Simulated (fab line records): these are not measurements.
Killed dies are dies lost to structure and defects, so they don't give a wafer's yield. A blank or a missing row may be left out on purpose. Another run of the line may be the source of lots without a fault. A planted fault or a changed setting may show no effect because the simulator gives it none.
Matching of chambers || flow n5 finfet || pecvd-01 running N5_BEOL_M15_DEP_53: 3 sister chambers
The step deposits SiCN from 3MS/NH3, target thk 50 nm, time 17.8 s. 3 wafers are shown with their chamber, then 8 later ones without.

## WAFERS PAIRED WITH THEIR CHAMBERS
{"wafer": "L086.2", "chamber": 1, "throttle valve pct (%)": 18.9}
{"wafer": "L085.5", "chamber": 2, "throttle valve pct (%)": 17.2}
{"wafer": "L087.3", "chamber": 0, "throttle valve pct (%)": 18.0}

## WAFERS WHOSE CHAMBER IS MISSING
{"wafer": "L087.4", "throttle valve pct (%)": 18.2}
{"wafer": "L087.5", "throttle valve pct (%)": 17.4}
{"wafer": "L090.1", "throttle valve pct (%)": 18.1}
{"wafer": "L090.2", "throttle valve pct (%)": 18.7}
{"wafer": "L090.6", "throttle valve pct (%)": 17.6}
{"wafer": "L094.1", "throttle valve pct (%)": 18.9}
{"wafer": "L094.2", "throttle valve pct (%)": 18.2}
{"wafer": "L094.4", "throttle valve pct (%)": 18.4}

## EACH ONE'S CHAMBER
{"wafer": "L087.4", "from the rows above": 0, "in truth": 0}
{"wafer": "L087.5", "from the rows above": "can't be placed: 2 or 0", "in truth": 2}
{"wafer": "L090.1", "from the rows above": 0, "in truth": 0}
{"wafer": "L090.2", "from the rows above": 1, "in truth": 1}
{"wafer": "L090.6", "from the rows above": "can't be placed: 0 or 2", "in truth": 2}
{"wafer": "L094.1", "from the rows above": 1, "in truth": 1}
{"wafer": "L094.2", "from the rows above": 0, "in truth": 0}
{"wafer": "L094.4", "from the rows above": "can't be placed: 0 or 1", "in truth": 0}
Correct placement for 5 of the 8. These rows do not allow placing 3 (true chamber among the candidates in 3). 0 placed wrongly.
How it was worked out, from the rows above alone: a wafer's distance from a chamber is the root of the sum, over the readings, of the square of ((its reading less the chamber's mean) divided by the reading's scatter). If the next closest chamber is less than 2 further off than the closest, the wafer can't be placed; otherwise it belongs to the closest. Each chamber's mean is taken over the wafers shown for it. The scatter: root of mean squared gap, hidden wafer to nearest shown wafer, with one shown wafer a chamber.
